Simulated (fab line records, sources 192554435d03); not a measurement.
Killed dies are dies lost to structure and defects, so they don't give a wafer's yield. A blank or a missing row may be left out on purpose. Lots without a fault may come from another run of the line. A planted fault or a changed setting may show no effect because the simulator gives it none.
One fault seen from 2 desks | flow n5_finfet | each desk has only its own numbers; what lay behind them comes last

THE TOOL OWNER'S DESK: ald_metal-03
The tool's own readings at N5_HKMG_FIN_ALD_21 (deposits TiN, target thk 1.5 nm, pulse time 1 s, purge time 3 s): means of the sampled wafers that have a number, for each lot that ran on this tool. A lot is out of limits, marked OUT, if its mean lies more than 4 standard deviations from the usual mean; the brackets give that distance.
Columns: A = chamber_pressure_Torr at N5_HKMG_FIN_ALD_21, usual 3.000 Torr; B = heater_power_w at N5_HKMG_FIN_ALD_21, usual 876 W; C = precursor_pulse_height_rel at N5_HKMG_FIN_ALD_21, usual 1.001
lot  | first seen here | A     | B    | C
L377 | day 7 07:48     | 3.000 | 970  | 0.994
L378 | day 7 11:50     | 3.002 | 1032 | 1.018
L379 | day 7 18:06     | 3.003 | 972  | 1.002
This desk's finding: nothing out of limits on any of the 3 lots.

THE METROLOGY DESK
What the gauges read, lot by lot, whatever tool the lot ran on: means of the sampled wafers that have a number. A lot is out of limits, marked OUT, if its mean lies more than 4 standard deviations from the usual mean; the brackets give that distance. Of its 10 readings 7 are shown: those that lie furthest out on some lot.
Columns: A = DIBL_N at N5_BEOL_M4_RC_MEAS_101, usual 36.3 mV/V; B = DIBL_P at N5_BEOL_M4_RC_MEAS_101, usual 36.5 mV/V; C = IOFF_N at N5_BEOL_M4_RC_MEAS_101, usual 0.16 nA/um; D = IOFF_P at N5_BEOL_M4_RC_MEAS_101, usual 0.22 nA/um; E = ION_P at N5_BEOL_M4_RC_MEAS_101, usual 465 uA/um; F = SS_N at N5_BEOL_M4_RC_MEAS_101, usual 71.5 mV/dec; G = VT_P at N5_BEOL_M4_RC_MEAS_101, usual -249.1 mV
lot  | first seen here | A    | B    | C    | D    | E   | F    | G
L366 | day 7 21:03     | 35.7 | 36.4 | 0.16 | 0.25 | 471 | 71.2 | -244.4
L369 | day 8 22:09     | 38.2 | 40.4 | 0.22 | 0.29 | 472 | 72.7 | -246.1
L378 | day 12 21:28    | 36.2 | 36.2 | 0.15 | 0.24 | 460 | 71.8 | -246.3
L379 | day 13 09:56    | 36.0 | 36.0 | 0.17 | 0.23 | 460 | 71.8 | -248.9
L377 | day 13 12:17    | 36.2 | 37.9 | 0.17 | 0.23 | 466 | 72.5 | -248.3
L384 | day 13 15:39    | 36.7 | 36.6 | 0.15 | 0.19 | 454 | 71.8 | -253.0
L385 | day 13 20:59    | 37.5 | 35.9 | 0.17 | 0.23 | 470 | 71.8 | -246.5
L381 | day 14 13:00    | 33.3 | 34.9 | 0.14 | 0.19 | 460 | 70.9 | -251.9
L386 | day 14 15:30    | 36.6 | 36.2 | 0.15 | 0.20 | 459 | 71.5 | -251.1
L383 | day 14 18:15    | 38.2 | 37.9 | 0.18 | 0.26 | 461 | 71.9 | -245.7
This desk's finding: nothing out of limits on any of the 10 lots.

PUT TOGETHER
The tool owner's desk saw nothing out of limits.
The metrology desk saw nothing out of limits.

WHAT THE SIMULATOR HAD PUT IN
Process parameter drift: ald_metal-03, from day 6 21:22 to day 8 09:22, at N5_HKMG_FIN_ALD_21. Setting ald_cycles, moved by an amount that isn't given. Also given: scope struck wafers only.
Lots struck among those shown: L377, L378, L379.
